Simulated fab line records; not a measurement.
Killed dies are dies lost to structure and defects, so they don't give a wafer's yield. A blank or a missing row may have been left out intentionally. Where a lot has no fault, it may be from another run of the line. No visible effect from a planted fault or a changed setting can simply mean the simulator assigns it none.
fab line records | flow n5Finfet
record: lots: 7 wafers: 21 lastDay: 20
route steps=1938 shown DUMMY_GATE@247 SPACER0@258 BEOL_M4@1111 PASSIVATION@1936
lots with no fault: from the same line, run without faults
startH: hours from the record's opening day to when the first of the lot's shown wafers began | waitH: hours from the lot's prior step to this one | " same as the row above | L1.1+2: a single row standing in for several wafers | - no value, or no start was given | * or withheld: withheld | < > ~ a bound
route shown NAME@n: a module of which the file shows steps, and the number in the route of the first | usual: mean and standard deviation over wafers with no fault | same: alike in all rows | chamber/n: place in a boat | sites: per-site readings | _std_site: how widely they spread, as a standard deviation | _edge_site: mean of outer sites minus mean of inner sites | radiusMm: how far each site lies from the wafer's centre | mask NAME#n: copy n | behind: the most recent tool/chamber to have shaped the wafer | hold: the reason the lot was held/the length of the hold in hours/how it ended | device: transistor that didn't switch, given as n, p or np | end of line: the same wafers' tests at the end of the route | a step given without rows: its recipe and nothing more | killed: the dies lost at the first sort to structure and to defects; this is not the yield of the wafer | map: a wafer's dies, x killed, . not, _ none there
set.NAME: the run value of the setting; set.NAME@STEP: its run value at that earlier step | model.NAME: the simulator's own value behind a step, which no gauge read
a table for each step, a row for each wafer; lots at some steps of the route
services: the hour from which a tool's chamber was out of use, counted from the record's first day as startH (under 0 if before that day), plus the number of hours and why
== steps ==
step: N5_DUMMY_GATE_ETCH_23
recipe: chemistry: HBr/Cl2/O2 HBr_flow_sccm: 150 Cl2_flow_sccm: 80 O2_flow_sccm: 12 biasW: 102 targetDepthA: 410 timeS: 22.3 target: poly-Si maskMaterial: SiO2 pressureMtorr: 10 icpW: 800
usual: biasW: 101.98/0.28 drypumpMotorCurrentA: 5.8/0.37 mfcCl2Sccm: 80.03/0.25 oesProductAu: 1.003/0.015 rfFwdPowerW: 793/3.1 throttleValvePct: 37.28/0.22
columns lot.wafer tool chamber startH waitH biasW drypumpMotorCurrentA mfcCl2Sccm oesProductAu rfFwdPowerW rfHoursCounterH throttleValvePct
L223.3 rieSi-04 2 67.87 0.0 101.71 5.9 79.61 0.981 791 69 37.40
L223.4 " 1 " " 101.39 6.2 80.32 0.986 797 166 37.30
L223.6 " 0 " " 102.02 6.1 80.05 1.007 796 - 37.60
L230.1 rieSi-06 3 106.26 0.0 101.99 5.7 79.99 1.020 791 98 37.20
L230.2 " 2 " " 101.60 5.3 80.07 0.996 791 98 37.14
L230.4 " 0 " " 102.01 5.9 79.74 1.006 792 162 37.07
L231.1 rieSi-04 1 117.82 0.0 102.02 6.2 79.88 0.995 799 167 37.31
L231.2 " 0 " " 101.87 6.1 80.27 1.020 796 111 37.62
L231.5 " 3 " " 102.53 6.2 80.40 1.005 793 - 37.39
L232.1 rieSi-04 0 122.07 0.0 101.88 6.1 79.94 1.023 788 111 37.63
L232.4 " 2 " " 101.72 5.9 79.79 0.994 793 70 37.42
L232.5 " 2 " " 102.18 5.9 80.31 0.992 790 - 37.41
L234.1 rieSi-06 0 130.50 0.0 102.33 5.9 80.10 1.006 795 162 37.07
L234.2 " 3 " " 102.20 5.6 80.09 1.017 792 99 37.19
L234.4 " 2 " " 101.59 5.3 79.67 0.990 794 99 37.16
L240.3 rieSi-06 1 187.31 0.0 101.92 5.6 79.81 1.009 789 171 37.01
L240.4 " 0 " " 101.93 5.9 79.93 1.002 798 163 37.06
L240.5 " 0 " " 101.95 5.9 80.05 0.985 796 - 37.08
L242.2 rieSi-04 1 188.38 0.0 102.23 6.2 80.20 0.995 792 169 37.29
L242.4 " 3 " " 101.51 6.3 80.24 1.007 797 145 37.37
L242.5 " 2 " " 102.53 5.9 80.22 0.987 794 - 37.41
step: N5_DUMMY_GATE_ETCH_44
recipe: chemistry: HBr/O2 overEtchFrac: 0.7 targetDepthA: 1275 stopOn: SiO2 ionEnergyEv: 60 biasW: 20 target: poly-Si maskMaterial: SiO2 pressureMtorr: 20 icpW: 400 HBr_flow_sccm: 120 O2_flow_sccm: 10
usual: biasW: 20.00/0.065 drypumpMotorCurrentA: 5.8/0.36 oesProductAu: 0.726/0.014 rfFwdPowerW: 397.9/1.4 throttleValvePct: 18.53/0.17
columns lot.wafer tool chamber startH waitH biasW drypumpMotorCurrentA oesProductAu rfFwdPowerW rfHoursCounterH throttleValvePct
L223.3 rieSi-04 2 67.93 0.0 20.05 5.9 0.714 396.6 69 18.72
L223.4 " 1 " " 20.11 6.2 0.719 399.9 166 18.52
L223.6 " 0 " " 19.96 6.1 0.749 399.8 - 18.72
L230.1 rieSi-06 3 106.32 0.0 20.10 5.7 0.731 398.0 98 18.50
L230.2 " 2 " " 19.94 5.2 0.712 396.0 98 18.47
L230.4 " 0 " " 19.96 5.9 0.705 398.9 162 18.33
L231.1 rieSi-04 1 117.88 0.0 19.88 6.1 0.713 400.1 167 18.53
L231.2 " 0 " " 19.89 6.1 0.751 398.0 111 18.72
L231.5 " 3 " " 20.08 6.2 0.734 398.5 - 18.51
L232.1 rieSi-04 0 122.13 0.0 20.06 6.1 0.748 398.8 111 18.70
L232.4 " 2 " " 19.99 5.9 0.718 397.4 70 18.73
L232.5 " 2 " " 20.03 5.9 0.714 396.4 - 18.72
L234.1 rieSi-06 0 130.56 0.0 19.99 5.9 0.727 397.3 162 18.33
L234.2 " 3 " " 20.00 5.6 0.727 397.1 99 18.51
L234.4 " 2 " " 20.03 5.2 0.715 395.7 99 18.46
L240.3 rieSi-06 1 187.37 0.0 19.95 5.6 0.733 397.5 171 18.32
L240.4 " 0 " " 20.01 5.9 0.704 397.9 163 18.34
L240.5 " 0 " " 19.95 5.9 0.706 398.5 - 18.34
L242.2 rieSi-04 1 188.43 0.0 20.06 6.2 0.727 399.4 169 18.54
L242.4 " 3 " " 20.02 6.2 0.730 396.9 145 18.51
L242.5 " 2 " " 19.88 5.9 0.710 399.1 - 18.74
step: N5_DUMMY_GATE_CD_MEAS_24
recipe: targetCdNm: 15
usual: cdNm: 15.1/0.3
columns lot.wafer tool chamber startH waitH cdNm
L223.3 cdSem-01 - 68.05 0.1 15.2
L223.4 " - " " 15.5
L223.6 " - " " 15.1
L230.1 cdSem-02 - 106.43 0.1 14.5
L230.2 " - " " 15.0
L230.4 " - " " 15.0
L231.1 cdSem-03 - 117.99 0.1 15.4
L231.2 " - " " 15.3
L231.5 " - " " 15.1
L232.1 cdSem-01 - 122.24 0.1 15.0
L232.4 " - " " 15.2
L232.5 " - " " 15.2
L234.1 cdSem-01 - 130.67 0.1 15.6
L234.2 " - " " 15.2
L234.4 " - " " 15.2
L240.3 cdSem-03 - 187.49 0.1 14.4
L240.4 " - " " 14.8
L240.5 " - " " 15.3
L242.2 cdSem-02 - 188.55 0.1 15.2
L242.4 " - " " 15.2
L242.5 " - " " 15.4
step: N5_DUMMY_GATE_ETCH_42
recipe: chemistry: CHF3/O2 target: SiO2 targetDepthA: 35 timeS: 31 ionEnergyEv: 30 biasW: 12 pressureMtorr: 30 sourceW: 600 Ar_flow_sccm: 200 CHF3_flow_sccm: 50 O2_flow_sccm: 5
step: N5_DUMMY_GATE_STRIP_48
recipe: chemistry: N2/H2 timeS: 20 powerW: 100 tempC: 40 pressureMtorr: 100 rfFrequencyHz: 6e+07 biasPowerW: 3 n2FlowSccm: 300 h2FlowSccm: 300
usual: drypumpMotorCurrentA: 5.8/0.56 n2FlowSccm: 300.0/1 oesProductAu: 0.79/0.084 rfVppV: 45.2/0.84 showerheadPlenumPTorr: 3.39/0.1 throttleValvePct: 12.30/0.19
columns lot.wafer tool chamber startH waitH drypumpMotorCurrentA n2FlowSccm oesProductAu rfHoursCounterH rfVppV showerheadPlenumPTorr throttleValvePct
L223.3 rieDiel-06 0 68.14 0.0 6.4 300.3 0.72 191 46.2 3.49 12.58
L223.4 " 3 " " 5.2 299.7 0.88 20 45.5 3.45 12.25
L223.6 " 2 " " 6.5 297.5 0.81 - 45.9 3.26 12.20
L230.1 rieDiel-03 3 106.76 0.0 5.4 299.8 0.96 14 45.3 3.45 12.07
L230.2 " 2 " " 5.0 300.3 0.79 122 44.6 3.52 12.20
L230.4 " 1 " " 6.1 300.5 0.76 134 45.6 3.25 12.01
L231.1 rieDiel-03 1 118.09 0.0 6.1 299.5 0.76 138 45.5 3.25 12.02
L231.2 " 2 " " 5.0 301.1 0.78 125 45.7 3.52 12.20
L231.5 " 1 " " 6.1 299.2 0.75 - 46.0 3.25 12.01
L232.1 rieDiel-03 2 122.34 0.0 5.0 299.6 0.77 126 46.1 3.52 12.23
L232.4 " 0 " " 5.6 299.8 0.73 174 44.7 3.36 12.42
L232.5 " 2 " " 5.0 301.1 0.78 - 45.9 3.52 12.20
L234.1 rieDiel-01 3 130.77 0.0 6.0 299.5 0.66 246 46.5 3.31 12.67
L234.2 " 0 " " 6.6 298.1 0.82 73 43.7 3.28 12.35
L234.4 " 3 " " 6.0 299.3 0.66 - 45.7 3.31 12.66
L240.3 rieDiel-03 0 187.61 0.0 5.6 299.8 0.73 191 44.8 3.35 12.47
L240.4 " 3 " " 5.4 299.8 0.90 - 45.9 3.44 12.14
L240.5 " 2 " " 5.0 300.9 0.77 - 45.8 3.51 12.25
L242.2 rieDiel-03 2 188.89 0.0 5.0 300.1 0.76 145 44.1 3.51 12.27
L242.4 " 0 " " 5.6 300.9 0.73 - 45.7 3.35 12.44
L242.5 " 2 " " 5.0 300.8 0.76 - 44.4 3.51 12.26
step: N5_DUMMY_GATE_PRECLEAN_33
recipe: chemistry: dHF timeS: 10 dilution: 750:1 tempC: 25
step: N5_DUMMY_GATE_PRECLEAN_25
recipe: chemistry: O3/DIW timeS: 45 tempC: 22 o3Ppm: 10
step: N5_DUMMY_GATE_PRECLEAN_51
recipe: chemistry: SC2 timeS: 45 tempC: 35 mix: 1:1:50
step: N5_DUMMY_GATE_SRD_26
recipe: dry: ipaMarangoni timeS: 30 tempC: 23 rinseLiquid: diw
step: N5_DUMMY_GATE_UV_OZONE_45
recipe: timeS: 120 pressureTorr: 760 tempC: 25
step: N5_DUMMY_GATE_INSPECT_27
recipe: inspectInstrument: brightfield mode: aei
usual: rawDefectCount: 293/79
columns lot.wafer tool chamber startH waitH rawDefectCount
L223.3 defectInspect-02 - 68.33 0.0 197
L223.4 " - " " 231
L223.6 " - " " 222
L230.1 defectInspect-02 - 106.95 0.0 287
L230.2 " - " " 336
L230.4 " - " " 447
L231.1 defectInspect-02 - 118.27 0.0 296
L231.2 " - " " 267
L231.5 " - " " 249
L232.1 defectInspect-02 - 122.53 0.0 270
L232.4 " - " " 240
L232.5 " - " " 276
L234.1 defectInspect-02 - 130.95 0.0 287
L234.2 " - " " 258
L234.4 " - " " 260
L240.3 defectInspect-01 - 187.80 0.0 292
L240.4 " - " " 234
L240.5 " - " " 256
L242.2 defectInspect-01 - 189.08 0.0 350
L242.4 " - " " 336
L242.5 " - " " 272
step: N5_SPACER0_ALD_07
recipe: material: SiNx targetThkA: 20 tempC: 400 aldPrecursorFamily: SiH2I2 aldCoReactant: N2/H2-plasma pressureTorr: 2
usual: chamberPressureTorr: 2.000/0.0044 heaterPowerOuterW: 493/64 heaterPowerW: 798/97
columns lot.wafer tool chamber startH waitH chamberPressureTorr heaterPowerOuterW heaterPowerW
L223.3 aldSin-04 1 69.55 1.2 2.007 466 754
L223.4 " 2 " " 2.005 459 778
L223.6 " 3 " " 1.997 475 729
L230.1 aldSin-02 0 107.33 0.4 1.995 481 787
L230.2 " 2 " " 2.008 426 650
L230.4 " 3 " " 2.003 466 758
L231.1 aldSin-03 1 118.66 0.4 2.002 601 903
L231.2 " 0 " " 2.006 484 792
L231.5 " 2 " " 2.000 617 1027
L232.1 aldSin-02 1 124.99 2.5 2.001 586 937
L232.4 " 2 " " 2.009 429 644
L232.5 " 1 " " 1.995 598 996
L234.1 aldSin-03 3 130.99 0.0 2.003 545 882
L234.2 " 1 " " 2.002 596 917
L234.4 " 1 " " 2.006 621 882
L240.3 aldSin-02 2 188.06 0.3 1.997 439 646
L240.4 " 1 " " 1.996 584 944
L240.5 " 2 " " 1.998 427 647
L242.2 aldSin-04 3 190.64 1.6 2.003 503 785
L242.4 " 2 " " 1.994 452 734
L242.5 " 3 " " 2.001 494 784
step: N5_SPACER0_ALD_00
recipe: material: SiOCN targetThkA: 35 tempC: 400 aldPrecursorFamily: alkyl-aminosilane aldCoReactant: O2/N2-plasma pulseTimeS: 3 purgeTimeS: 2 coReactantPurgeTimeS: 2 aldCycles: 58 pressureTorr: 2
usual: aldCycles: 58/0 chamberPressureTorr: 2.000/0.0044 heaterPowerW: 796/100 precursorPulseHeightRel: 0.998/0.02 pulseTimeS: 3/0
columns lot.wafer tool chamber startH waitH aldCycles chamberPressureTorr heaterPowerW precursorPulseHeightRel pulseTimeS
L223.3 aldSin-04 1 69.70 0.1 58 1.998 757 0.980 3
L223.4 " 2 " " 58 1.996 775 0.970 3
L223.6 " 3 " " 58 1.994 741 0.982 3
L230.1 aldSin-02 0 107.48 0.1 - - - - -
L230.2 " 2 " " - - - - -
L230.4 " 3 " " - - - - -
L231.1 aldSin-03 1 118.81 0.1 - - - - -
L231.2 " 0 " " - - - - -
L231.5 " 2 " " - - - - -
L232.1 aldSin-02 1 125.14 0.1 - - - - -
L232.4 " 2 " " - - - - -
L232.5 " 1 " " - - - - -
L234.1 aldSin-03 3 131.14 0.1 58 1.994 888 0.984 3
L234.2 " 1 " " 58 2.001 920 1.035 3
L234.4 " 1 " " 58 1.995 934 1.039 3
L240.3 aldSin-02 2 188.21 0.1 58 2.000 643 1.005 3
L240.4 " 1 " " 58 2.002 954 1.004 3
L240.5 " 2 " " 58 2.001 644 1.016 3
L242.2 aldSin-04 3 190.79 0.1 58 2.009 772 0.995 3
L242.4 " 2 " " 58 2.001 734 1.007 3
L242.5 " 3 " " 58 2.006 767 0.949 3
step: N5_SPACER0_ALD_08
recipe: material: SiNx targetThkA: 20 tempC: 400 aldPrecursorFamily: SiH2I2 aldCoReactant: N2/H2-plasma pressureTorr: 2
usual: chamberPressureTorr: 2.000/0.0042 heaterPowerOuterW: 492/63 heaterPowerW: 798/98
columns lot.wafer tool chamber startH waitH chamberPressureTorr heaterPowerOuterW heaterPowerW
L223.3 aldSin-04 1 69.96 0.1 2.000 458 770
L223.4 " 2 " " 1.996 467 747
L223.6 " 3 " " 1.996 489 753
L230.1 aldSin-02 0 107.74 0.1 2.001 472 788
L230.2 " 2 " " 2.002 436 635
L230.4 " 3 " " 2.006 458 756
L231.1 aldSin-03 1 119.07 0.1 1.998 595 886
L231.2 " 0 " " 2.002 486 785
L231.5 " 2 " " 2.004 634 1051
L232.1 aldSin-02 1 125.40 0.1 2.007 563 957
L232.4 " 2 " " 2.000 425 650
L232.5 " 1 " " 2.002 569 954
L234.1 aldSin-03 3 131.40 0.1 1.995 553 865
L234.2 " 1 " " 1.994 616 904
L234.4 " 1 " " 1.996 603 886
L240.3 aldSin-02 2 188.47 0.1 2.002 442 632
L240.4 " 1 " " 1.998 600 939
L240.5 " 2 " " 2.005 434 638
L242.2 aldSin-04 3 191.05 0.1 2.000 506 774
L242.4 " 2 " " 2.001 443 729
L242.5 " 3 " " 2.001 499 770
step: N5_BEOL_M4_RC_MEAS_101
usual: DIBL_N: 36.0/1.3 DIBL_P: 36.2/1.7 IOFF_N: 0.155/0.024 IOFF_P: 0.21/0.034 ION_N: 674/9 ION_P: 463/7.1 SS_N: 71.4/0.5 SS_P: 73.4/0.57 VT_N: 250.0/2.8 VT_P: -251/3.2
columns lot.wafer tool chamber startH waitH DIBL_N[mV/V] DIBL_P[mV/V] IOFF_N[nA/um] IOFF_P[nA/um] ION_N[uA/um] ION_P[uA/um] SS_N[mV/dec] SS_P[mV/dec] VT_N[mV] VT_P[mV]
L223.3 prober-02 0 252.81 0.3 36.0 35.1 0.147 0.21 676 463 71.9 73.2 251.1 -249
L223.4 " 0 " " 34.5 32.7 0.123 0.17 666 459 70.7 72.8 253.5 -251
L223.6 " 0 " " 37.1 35.9 0.156 0.21 682 467 71.8 73.2 249.4 -250
L234.1 prober-01 0 310.16 0.0 34.3 36.1 0.153 0.20 672 463 71.5 74.0 248.5 -250
L234.2 " 0 " " 34.4 35.9 0.145 0.20 672 459 70.9 74.2 250.7 -252
L234.4 " 0 " " 34.9 35.6 0.149 0.20 669 462 71.4 74.6 247.2 -250
L242.2 prober-01 0 358.65 0.2 34.1 33.9 0.122 0.16 663 453 71.8 72.9 256.2 -257
L242.4 " 0 " " 35.1 35.0 0.140 0.17 657 447 71.4 72.9 251.9 -254
L242.5 " 0 " " 34.3 34.7 0.136 0.17 669 459 71.5 73.0 253.0 -255
L240.3 prober-01 0 369.74 0.3 36.5 37.8 0.169 0.22 677 467 72.0 73.8 246.4 -251
L240.4 " 0 " " 36.6 38.2 0.188 0.24 689 471 72.0 73.6 246.5 -249
L240.5 " 0 " " 36.4 37.4 0.172 0.22 679 462 71.7 73.4 246.8 -250
step: N5_PASSIVATION_PROBE_49
usual: killed_at_M0_to_M3: 37/12 killed_at_M4_up: 15/5.6 killedAtContacts: 13/6.9 killedAtFrontEnd: 40/11 killedAtOther: 4/3.2 killedDies: 109/20 killedOnRim: 14/4.3 killedOpen: 73/15 killedShort: 35/8.3
same: grossDies: 1180 killedAtBackSide: 0
columns lot.wafer tool chamber startH waitH killed_at_M0_to_M3 killed_at_M4_up killedAtContacts killedAtFrontEnd killedAtOther killedDies killedOnRim killedOpen killedShort
L230.1 prober-01 - 397.98 0.0 49 11 20 1093 7 1180 152 89 49
L230.2 prober-01 - 398.03 0.1 57 5 22 1095 1 1180 152 83 33
L230.4 prober-01 - 398.13 0.2 70 11 6 1090 3 1180 152 80 45
L232.1 prober-02 - 403.09 0.0 19 8 13 1136 4 1180 152 57 26
L232.4 prober-02 - 403.24 0.2 14 11 9 1145 1 1180 152 45 27
L232.5 prober-02 - 403.29 0.2 20 16 4 1138 2 1180 152 61 14
L231.1 prober-02 - 406.93 0.3 43 16 13 1104 4 1180 152 74 33
L231.2 prober-02 - 406.98 0.3 43 6 13 1109 9 1180 152 65 35
L231.5 prober-02 - 407.13 0.5 32 18 12 1114 4 1180 152 66 30
L242.2 prober-02 - 464.60 0.1 51 21 8 35 3 118 19 84 33
L242.4 prober-02 - 464.70 0.2 15 6 10 31 5 67 8 50 17
L242.5 prober-02 - 464.75 0.2 50 14 6 26 5 101 16 72 28
killed by level:class
L230.1 SPACER0:areaAld=1042 MOL_CONTACT_COAG:geometricParticle:open=16 BEOL_M2:geometricParticle:open=14 BEOL_M0_SAQP:geometricParticle:open=13 FIN_SAQP:geometricParticle:short=12 STI_FIN_REVEAL:geometricParticle:open=10 FIN_SAQP:geometricParticle:open=8 BEOL_M3:geometricParticle:open=7
L230.2 SPACER0:areaAld=1064 MOL_CONTACT_COAG:geometricParticle:open=16 BEOL_M3:geometricParticle:open=16 BEOL_M2:geometricParticle:open=14 BEOL_M0_SAQP:geometricParticle:short=8 FIN_SAQP:geometricParticle:open=7 MOL_CONTACT_COAG:geometricParticle:short=6 BEOL_M0:geometricParticle:open=5
L230.4 SPACER0:areaAld=1054 BEOL_M3:geometricParticle:open=21 STI_FIN_REVEAL:geometricParticle:open=13 BEOL_M2:geometricParticle:open=12 BEOL_M0_SAQP:geometricParticle:short=11 BEOL_M0_SAQP:geometricParticle:open=11 STI_FIN_REVEAL:geometricParticle:short=7 BEOL_M3:geometricParticle:short=6
L232.1 SPACER0:areaAld=1097 MOL_CONTACT_COAG:geometricParticle:open=10 DUMMY_GATE:geometricParticle:open=9 STI_FIN_REVEAL:geometricParticle:open=7 FIN_SAQP:geometricParticle:open=6 BEOL_M0_SAQP:geometricParticle:open=5 BEOL_M2:geometricParticle:open=5 BEOL_M1:geometricParticle:open=4
L232.4 SPACER0:areaAld=1107 STI_FIN_REVEAL:geometricParticle:open=9 MOL_CONTACT_COAG:geometricParticle:open=8 ILD0:geometricParticle:open=7 DUMMY_GATE:geometricParticle:open=6 BEOL_M0_SAQP:geometricParticle:short=6 FIN_SAQP:geometricParticle:short=4 BEOL_M4:geometricParticle:open=3
L232.5 SPACER0:areaAld=1101 STI_FIN_REVEAL:geometricParticle:open=17 BEOL_M1:geometricParticle:open=6 BEOL_M8:geometricParticle:open=6 BEOL_M2:geometricParticle:open=5 BEOL_M4:geometricParticle:open=5 DUMMY_GATE:geometricParticle:open=4 MOL_CONTACT_COAG:geometricParticle:open=4
L231.1 SPACER0:areaAld=1073 BEOL_M0_SAQP:geometricParticle:short=14 MOL_CONTACT_COAG:geometricParticle:open=10 STI_FIN_REVEAL:geometricParticle:open=9 BEOL_M3:geometricParticle:open=9 BEOL_M0_SAQP:geometricParticle:open=8 BEOL_M2:geometricParticle:open=8 BEOL_M5:geometricParticle:open=5
L231.2 SPACER0:areaAld=1078 BEOL_M0_SAQP:geometricParticle:open=18 MOL_CONTACT_COAG:geometricParticle:open=12 BEOL_M0_SAQP:geometricParticle:short=10 FIN_SAQP:geometricParticle:open=7 FIN_SAQP:geometricParticle:short=7 BEOL_M3:geometricParticle:open=5 PAD_METAL:geometricParticle:open=5
L231.5 SPACER0:areaAld=1083 STI_FIN_REVEAL:geometricParticle:open=10 MOL_CONTACT_COAG:geometricParticle:open=10 BEOL_M0_SAQP:geometricParticle:short=9 BEOL_M0_SAQP:geometricParticle:open=9 FIN_SAQP:geometricParticle:short=5 BEOL_M3:geometricParticle:open=5 BEOL_M3:geometricParticle:short=4
L242.2 BEOL_M0_SAQP:geometricParticle:open=14 BEOL_M3:geometricParticle:open=13 BEOL_M4:geometricParticle:open=10 FIN_SAQP:geometricParticle:short=9 MOL_CONTACT_COAG:geometricParticle:open=8 BEOL_M1:geometricParticle:open=7 BEOL_M0_SAQP:geometricParticle:short=7 FIN_SAQP:geometricParticle:open=6
L242.4 MOL_CONTACT_COAG:geometricParticle:open=10 FIN_SAQP:geometricParticle:short=7 FIN_SAQP:geometricParticle:open=6 DUMMY_GATE:geometricParticle:open=6 BEOL_M0_SAQP:geometricParticle:open=6 BEOL_M1:geometricParticle:open=4 BEOL_M2:geometricParticle:open=3 ILD0:geometricParticle:open=2
L242.5 BEOL_M1:geometricParticle:open=11 BEOL_M3:geometricParticle:open=11 FIN_SAQP:geometricParticle:short=7 ILD0:geometricParticle:open=7 BEOL_M0_SAQP:geometricParticle:open=7 BEOL_M2:geometricParticle:open=7 MOL_CONTACT_COAG:geometricParticle:open=6 BEOL_M0_SAQP:geometricParticle:short=5
map L230.1 (x killed, . not)
_________________xxxxxxxxxxxx________________
______________xxxxxxxxxxxxxxxxxx_____________
___________xxxxxxxxxxxxxxxxxxxxxxxx__________
__________xxxxxxxxxxxxxxxxxxxxxxxxxx_________
________xxxxxxxxxxxxxxxxxxxxxxxxxxxxxx_______
_______xxxxxxxxxxxxxxxxxxxxxxxxxxxxxxxx______
______xxxxxxxxxxxxxxxxxxxxxxxxxxxxxxxxxx_____
_____xxxxxxxxxxxxxxxxxxxxxxxxxxxxxxxxxxxx____
____xxxxxxxxxxxxxxxxxxxxxxxxxxxxxxxxxxxxxx___
___xxxxxxxxxxxxxxxxxxxxxxxxxxxxxxxxxxxxxxxx__
___xxxxxxxxxxxxxxxxxxxxxxxxxxxxxxxxxxxxxxxx__
__xxxxxxxxxxxxxxxxxxxxxxxxxxxxxxxxxxxxxxxxxx_
__xxxxxxxxxxxxxxxxxxxxxxxxxxxxxxxxxxxxxxxxxx_
_xxxxxxxxxxxxxxxxxxxxxxxxxxxxxxxxxxxxxxxxxxxx
_xxxxxxxxxxxxxxxxxxxxxxxxxxxxxxxxxxxxxxxxxxxx
_xxxxxxxxxxxxxxxxxxxxxxxxxxxxxxxxxxxxxxxxxxxx
_xxxxxxxxxxxxxxxxxxxxxxxxxxxxxxxxxxxxxxxxxxxx
_xxxxxxxxxxxxxxxxxxxxxxxxxxxxxxxxxxxxxxxxxxxx
_xxxxxxxxxxxxxxxxxxxxxxxxxxxxxxxxxxxxxxxxxxxx
_xxxxxxxxxxxxxxxxxxxxxxxxxxxxxxxxxxxxxxxxxxxx
_xxxxxxxxxxxxxxxxxxxxxxxxxxxxxxxxxxxxxxxxxxxx
__xxxxxxxxxxxxxxxxxxxxxxxxxxxxxxxxxxxxxxxxxx_
__xxxxxxxxxxxxxxxxxxxxxxxxxxxxxxxxxxxxxxxxxx_
___xxxxxxxxxxxxxxxxxxxxxxxxxxxxxxxxxxxxxxxx__
___xxxxxxxxxxxxxxxxxxxxxxxxxxxxxxxxxxxxxxxx__
____xxxxxxxxxxxxxxxxxxxxxxxxxxxxxxxxxxxxxx___
_____xxxxxxxxxxxxxxxxxxxxxxxxxxxxxxxxxxxx____
______xxxxxxxxxxxxxxxxxxxxxxxxxxxxxxxxxx_____
_______xxxxxxxxxxxxxxxxxxxxxxxxxxxxxxxx______
________xxxxxxxxxxxxxxxxxxxxxxxxxxxxxx_______
__________xxxxxxxxxxxxxxxxxxxxxxxxxx_________
___________xxxxxxxxxxxxxxxxxxxxxxxx__________
______________xxxxxxxxxxxxxxxxxx_____________
_________________xxxxxxxxxxxx________________
map L231.1 (x killed, . not)
_________________xxxxxxxxxxxx________________
______________xxxxxxxxxxxxxxxxxx_____________
___________xxxxxxxxxxxxxxxxxxxxxxxx__________
__________xxxxxxxxxxxxxxxxxxxxxxxxxx_________
________xxxxxxxxxxxxxxxxxxxxxxxxxxxxxx_______
_______xxxxxxxxxxxxxxxxxxxxxxxxxxxxxxxx______
______xxxxxxxxxxxxxxxxxxxxxxxxxxxxxxxxxx_____
_____xxxxxxxxxxxxxxxxxxxxxxxxxxxxxxxxxxxx____
____xxxxxxxxxxxxxxxxxxxxxxxxxxxxxxxxxxxxxx___
___xxxxxxxxxxxxxxxxxxxxxxxxxxxxxxxxxxxxxxxx__
___xxxxxxxxxxxxxxxxxxxxxxxxxxxxxxxxxxxxxxxx__
__xxxxxxxxxxxxxxxxxxxxxxxxxxxxxxxxxxxxxxxxxx_
__xxxxxxxxxxxxxxxxxxxxxxxxxxxxxxxxxxxxxxxxxx_
_xxxxxxxxxxxxxxxxxxxxxxxxxxxxxxxxxxxxxxxxxxxx
_xxxxxxxxxxxxxxxxxxxxxxxxxxxxxxxxxxxxxxxxxxxx
_xxxxxxxxxxxxxxxxxxxxxxxxxxxxxxxxxxxxxxxxxxxx
_xxxxxxxxxxxxxxxxxxxxxxxxxxxxxxxxxxxxxxxxxxxx
_xxxxxxxxxxxxxxxxxxxxxxxxxxxxxxxxxxxxxxxxxxxx
_xxxxxxxxxxxxxxxxxxxxxxxxxxxxxxxxxxxxxxxxxxxx
_xxxxxxxxxxxxxxxxxxxxxxxxxxxxxxxxxxxxxxxxxxxx
_xxxxxxxxxxxxxxxxxxxxxxxxxxxxxxxxxxxxxxxxxxxx
__xxxxxxxxxxxxxxxxxxxxxxxxxxxxxxxxxxxxxxxxxx_
__xxxxxxxxxxxxxxxxxxxxxxxxxxxxxxxxxxxxxxxxxx_
___xxxxxxxxxxxxxxxxxxxxxxxxxxxxxxxxxxxxxxxx__
___xxxxxxxxxxxxxxxxxxxxxxxxxxxxxxxxxxxxxxxx__
____xxxxxxxxxxxxxxxxxxxxxxxxxxxxxxxxxxxxxx___
_____xxxxxxxxxxxxxxxxxxxxxxxxxxxxxxxxxxxx____
______xxxxxxxxxxxxxxxxxxxxxxxxxxxxxxxxxx_____
_______xxxxxxxxxxxxxxxxxxxxxxxxxxxxxxxx______
________xxxxxxxxxxxxxxxxxxxxxxxxxxxxxx_______
__________xxxxxxxxxxxxxxxxxxxxxxxxxx_________
___________xxxxxxxxxxxxxxxxxxxxxxxx__________
______________xxxxxxxxxxxxxxxxxx_____________
_________________xxxxxxxxxxxx________________
== services ==
columns tool chamber startH hours kind
aldSin-03 1 54.80 2.8 repair
rieDiel-03 - 56.58 0.7 repair
aldSin-03 0 58.77 9.0 repair
rieDiel-06 2 62.12 2.9 repair
rieDiel-03 1 63.66 28.1 repair
rieSi-06 1 67.40 4.3 repair
rieSi-06 3 70.12 6.7 repair
aldSin-02 - 75.15 1.5 repair
rieDiel-01 0 75.90 1.5 repair
aldSin-04 - 85.25 14.0 pm
aldSin-04 0 85.25 14.0 ventCycle
aldSin-04 1 85.25 14.0 ventCycle
aldSin-04 2 85.25 17.0 ventCycle
aldSin-04 3 85.25 14.0 ventCycle
rieSi-06 - 109.83 2.8 pm
aldSin-04 - 113.38 14.6 pm
aldSin-03 - 114.15 3.6 repair
aldSin-03 2 127.32 6.2 repair
aldSin-04 - 133.53 6.0 pm
aldSin-03 - 138.77 1.3 repair
rieSi-04 3 168.94 7.1 repair
rieDiel-03 1 174.81 17.2 repair
aldSin-03 - 176.96 14.0 pm
aldSin-03 - 190.96 6.0 pm
== key ==
firstSign: step: N5_SPACER0_ALD_00 reading: toolRecord direction: missing
effect: step: N5_PASSIVATION_PROBE_49 reading: killedAtFrontEnd direction: up sigmas: 94 usual: 40 struck: 1114
moreKillsBornAt: N5_SPACER0_ALD_00@aldSin-02: 6465 N5_SPACER0_ALD_00@aldSin-03: 3234
metAt N5_SPACER0_ALD_00
struckWafers L230.1,L230.2,L230.4,L231.1,L231.2,L231.5,L232.1,L232.4,L232.5
laterRowsLeftOut L230.1,L230.2,L230.4,L231.1,L231.2,L231.5,L232.1,L232.4,L232.5
testerLeftOut L230,L231,L232
fault: kind: skippedStepWhole tool: aldSin-02,aldSin-03 chamber: - onsetH: 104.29 steps: N5_SPACER0_ALD_00 scope: struckLotsOnly
testerLeftOut: of these lots the tester's yield and bins aren't shown, on N5 and GAA mostly nor the transistor test; their killed dies are dies lost to structure and defects alone, not to doping, threshold or leakage, so they don't give the yield
laterRowsLeftOut: the simulator's readings of these wafers behind a module that went badly wrong aren't trusted and aren't shown, but for the sort
